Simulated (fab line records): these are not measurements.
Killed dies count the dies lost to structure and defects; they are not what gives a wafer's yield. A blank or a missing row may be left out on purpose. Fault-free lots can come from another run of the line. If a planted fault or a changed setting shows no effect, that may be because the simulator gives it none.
The tool behind it: which one?	flow nand harc	Sampling: 6 lots, 18 wafers, 5 of 1302 route steps

WHAT THE GAUGES SHOWED, per wafer
NHARC_END_SORT_01.
lot	measured	on	killed at array
L308	day 25 13:07	prober-01	79 80 57
L311	day 25 21:46	prober-01	27 19 17
L315	day 28 15:37	prober-01	61 54 63
L323	day 31 12:52	prober-01	46 52 65
L325	day 32 08:44	prober-01	81 98 102
L328	day 33 03:03	prober-01	59 53 44

WHAT TOOL EACH LOT RAN ON (gives the tool, then ch and the chambers of the sampled wafers, and finally the start)
lot	NHARC_P_GATE_DESCUM_93	NHARC_P_GATE_STRIP_113	NHARC_P_GATE_RTA_80	NHARC_P_CONTACT_SOFTBAKE_07
L308	rie diel-02 ch 1,2,3, day 6 12:13	plasma asher-02 ch 1, day 6 12:35	rtp anneal-02 ch 0, day 6 14:29	litho track-06 ch 0, day 6 16:00
L311	rie diel-10 ch 1,2, day 7 15:37	plasma asher-01 ch 0,1, day 7 16:13	rtp anneal-01 ch 0, day 7 17:59	litho track-04 ch 0, day 7 19:00
L315	rie diel-07 ch 0,2, day 10 00:08	plasma asher-01 ch 0,1, day 10 00:31	rtp anneal-02 ch 0, day 10 02:28	litho track-01 ch 0, day 10 04:00
L323	rie diel-02 ch 0,2, day 12 13:22	plasma asher-01 ch 0,1, day 12 13:43	rtp anneal-01 ch 0, day 12 15:49	litho track-01 ch 0, day 12 17:00
L325	rie diel-10 ch 1,2, day 13 12:30	plasma asher-02 ch 0,1, day 13 13:06	rtp anneal-02 ch 0, day 13 14:47	litho track-06 ch 0, day 13 16:00
L328	rie diel-07 ch 0,2,3, day 14 19:45	plasma asher-01 ch 0,1, day 14 20:13	rtp anneal-01 ch 0, day 14 21:59	litho track-06 ch 0, day 14 23:00
- NHARC_P_GATE_DESCUM_93: chemistry O2, time 3 s.
- NHARC_P_GATE_STRIP_113: strips in N2/H2, time 740 s.
- NHARC_P_GATE_RTA_80: time 30 s.
- NHARC_P_CONTACT_SOFTBAKE_07: time 55 s.

THE ANSWER, worked out from the rows above alone
Rule: what is usual is taken from the lots themselves. The widest of any qualifying gaps counts: lots, ordered by their means at a reading, are off when they make up no more than a third of the lots, leave a main group of 4 or more, and stand apart from it by 3 or more times the standard deviation of that group's means. The tables above print the reading to a certain number of digits; a main group whose means all agree to those digits is not used. A lot without any number at a reading at which 4 lots or more have one is off too. Where the step has rows for the other lots, those lots are counted as sound.
Across all readings shown, no lot is off: no conclusion can be drawn from this.

WHAT THE SIMULATOR PUT IN
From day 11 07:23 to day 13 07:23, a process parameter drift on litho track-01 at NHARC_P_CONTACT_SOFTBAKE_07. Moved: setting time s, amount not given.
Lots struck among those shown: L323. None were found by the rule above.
